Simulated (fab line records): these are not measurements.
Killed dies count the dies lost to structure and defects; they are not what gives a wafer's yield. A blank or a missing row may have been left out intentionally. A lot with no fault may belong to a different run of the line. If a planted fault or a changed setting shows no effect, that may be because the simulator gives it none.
Which tool did it? | flow nand_harc | 18 wafers from 6 lots sampled at 3 of the route's 1302 steps

== WHAT EACH GAUGE READ, for each wafer ==
NHARC_THIN_TSV_THK_MEAS_02: measures by ir.
lot  | measured     | on            | thk_nm (nm)
L800 | day 24 18:12 | film_metro-02 | 3675 2998 3198
L802 | day 25 22:28 | film_metro-02 | 2944 3078 3138
L805 | day 27 00:30 | film_metro-01 | 2969 3198 3049
L807 | day 28 02:13 | film_metro-01 | 2985 3353 3276
L808 | day 28 20:19 | film_metro-01 | 3158 3310 2988
L812 | day 30 12:08 | film_metro-02 | 2742 2827 2975

== WHAT TOOL EACH LOT RAN ON (gives the tool, then ch and the chambers of the sampled wafers, and finally the start) ==
lot  | NHARC_A_CONTACT_STRIP_108          | NHARC_A_BONDPAD_PVD_27
L800 | rie_diel-08 ch 1,3, day 23 11:08   | pvd_sputter-03, day 24 18:12 or earlier
L802 | rie_diel-08 ch 1,2, day 24 16:56   | pvd_sputter-03, day 25 22:28 or earlier
L805 | rie_diel-04 ch 1,3, day 25 17:09   | pvd_sputter-03, day 27 00:30 or earlier
L807 | rie_diel-10 ch 0,3, day 26 20:07   | pvd_sputter-01, day 28 02:13 or earlier
L808 | rie_diel-10 ch 1,2,3, day 27 15:14 | pvd_sputter-01, day 28 20:19 or earlier
L812 | rie_diel-10 ch 0,1, day 29 05:55   | pvd_sputter-02, day 30 12:08 or earlier
- NHARC_A_CONTACT_STRIP_108: strips in CF4/CHF3.
- NHARC_A_BONDPAD_PVD_27: deposits Cu, target thk 30 nm, time 20.49 s.

== THE ANSWER, worked out from the rows above alone ==
Rule: usual is defined by the lots themselves. Put in order of their means at a reading, lots are off if they are a third of the lots or fewer, leave a main group of 4 or more, and stand apart from it by a gap of 3 or more times the standard deviation of the main group's means; of several such gaps the widest counts. A main group is skipped when, at the precision printed for the reading in the tables above, its means are all equal. Also off: a lot with no number at a reading for which 4 or more lots have one. Where the step has rows for the other lots, those lots are counted as sound.
None of the lots is off at any reading shown; this tells nothing.

== WHAT HAD BEEN PUT IN BY THE SIMULATOR ==
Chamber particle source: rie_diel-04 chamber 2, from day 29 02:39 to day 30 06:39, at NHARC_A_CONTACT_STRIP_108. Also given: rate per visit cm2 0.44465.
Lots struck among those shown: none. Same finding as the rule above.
